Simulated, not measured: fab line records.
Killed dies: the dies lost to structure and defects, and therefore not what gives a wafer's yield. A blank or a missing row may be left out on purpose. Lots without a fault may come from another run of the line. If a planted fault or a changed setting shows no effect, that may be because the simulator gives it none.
Comparing a struck lot with a sound one || flow nand harc || 34 steps out of a route of 1159
Sound: the wafers L105.1, L105.2, L105.4. Wafers L996.1, L996.5, L996.6 were the ones struck. At the end, the cause is stated.
For every step that has rows: the tool of each side, followed by ch and its chambers, followed by its first start. Under that, the readings that differ: sound wafers || struck wafers || difference of the means || sigmas: that difference in standard deviations of wafers without a fault.
alike: readings whose means differ by less than 2 such deviations, and words and numbers that are the same on both sides. not compared: withheld readings, readings that some wafer has no value for, bounds like >300 that may hide the same value, and numbers for which the record gives no deviation and whose values overlap.
A row with sigmas, a row that says differs or no value, or rows on one side alone: a step with any of these is where the two part. Numbers that don't overlap but have no deviation are shown without sigmas and don't part them. A reading missing from all wafers of one side parts the sides only when that side holds two or more wafers.

first, 1 step without rows for these wafers: NHARC_P_GATE_DEVELOP_90 (time 70 s).
NHARC_P_GATE_CD_MEAS_91: the cd target is 2000 nm.
  sound on cd sem-03 ch 0, day 9 11:35; struck on cd sem-03 ch 0, day 7 00:41
  alike: cd nm
then, 3 steps without rows for these wafers: NHARC_P_GATE_HARDBAKE_92 (time 80 s); NHARC_P_GATE_DESCUM_93 (chemistry O2, time 3 s); NHARC_P_GATE_IMPLANT_94.
NHARC_P_GATE_STRIP_113: strips in N2/H2, time 740 s.
  sound on plasma asher-02 ch 0,1, day 9 12:38; struck on plasma asher-01 ch 0,1, day 7 01:22
  alike: drypump motor current A, heater power w
  not compared: rf hours counter h
then, 2 steps without rows for these wafers: NHARC_P_GATE_STRIP_95 (strips in O2); NHARC_P_GATE_STRIP_96 (strips in SPM, time 900 s).
NHARC_P_GATE_RTA_64: time 1 s.
  sound on rtp anneal-02 ch 0, day 9 13:56; struck on rtp anneal-01 ch 0, day 7 02:31
  alike: lamp power pct, wafer_temp_C_max
then, 1 step without rows for these wafers: NHARC_P_GATE_ETCH_77 (etches SiO2 in dHF, target depth 6 nm).
NHARC_P_GATE_DEGAS_109: time 60 s.
  struck on pvd sputter-03, day 7 02:50; sound on pvd sputter-01, day 9 14:14
  alike: heater power w
then, 1 step without rows for these wafers: NHARC_P_GATE_PRE_CLEAN_110 (time 30 s).
NHARC_P_GATE_SPUTTER_78: material Ni, target thk 10 nm.
  struck on pvd sputter-03, day 7 02:55; sound on pvd sputter-01, day 9 14:20
then, 1 step without rows for these wafers: NHARC_P_GATE_SPUTTER_79 (material TiN, target thk 10 nm).
NHARC_P_GATE_RTA_80: time 30 s.
  sound on rtp anneal-01 ch 0, day 9 14:32; struck on rtp anneal-01 ch 0, day 7 03:08
  alike: wafer_temp_C_max
then, 1 step without rows for these wafers: NHARC_P_GATE_STRIP_67 (strips in SPM, time 600 s).
NHARC_P_GATE_RTA_82: time 30 s.
  sound on rtp anneal-02 ch 0, day 9 15:00; struck on rtp anneal-02 ch 0, day 7 03:35
  alike: lamp power pct, wafer_temp_C_max
NHARC_P_GATE_INSPECT_68:
  struck on defect inspect-01, day 7 03:58; sound on defect inspect-01, day 9 15:12
{"reading": "raw defect count", "sound": "166 162 111", "struck": "810 962 909", "difference": "+747", "sigmas": "+10"}
  not compared: hold
then, 13 steps without rows for these wafers: NHARC_P_CONTACT_DEP_00 (deposits SiO2, target thk 500 nm); NHARC_P_CONTACT_CMP_01 (polishes SiO2, target thk 200 nm); NHARC_P_CONTACT_SRD_03; NHARC_P_CONTACT_DEHYDRATE_04 (time 120 s); NHARC_P_CONTACT_HMDS_05 (time 30 s); NHARC_P_CONTACT_COAT_33 (time 75 s); NHARC_P_CONTACT_COAT_34 (time 65 s); NHARC_P_CONTACT_COAT_06 (resist thk 90 nm); NHARC_P_CONTACT_SOFTBAKE_07 (time 55 s); NHARC_P_CONTACT_EBR_08; NHARC_P_CONTACT_EXPOSE_09 (exposes mask P CA, target cd 90 nm); NHARC_P_CONTACT_PEB_10 (peb time 65 s); NHARC_P_CONTACT_DEVELOP_11 (develop time 35 s).
NHARC_P_CONTACT_CD_MEAS_12: the cd target is 90 nm.
  sound on cd sem-02 ch 0, day 9 16:41; struck on cd sem-01 ch 0, day 7 08:31
  alike: cd nm
NHARC_P_CONTACT_OVL_MEAS_13:
  struck on overlay-02, day 7 08:36; sound on overlay-02, day 9 16:46
  alike: overlay x nm, overlay y nm
NHARC_END_SORT_01:
  the record has rows for the sound wafers here (prober-01 ch 0, day 24 05:45) and none for the struck ones

WHERE THEY PART
First at NHARC_P_GATE_INSPECT_68; last, within this record, at NHARC_END_SORT_01.

WHY: what the simulator had put in
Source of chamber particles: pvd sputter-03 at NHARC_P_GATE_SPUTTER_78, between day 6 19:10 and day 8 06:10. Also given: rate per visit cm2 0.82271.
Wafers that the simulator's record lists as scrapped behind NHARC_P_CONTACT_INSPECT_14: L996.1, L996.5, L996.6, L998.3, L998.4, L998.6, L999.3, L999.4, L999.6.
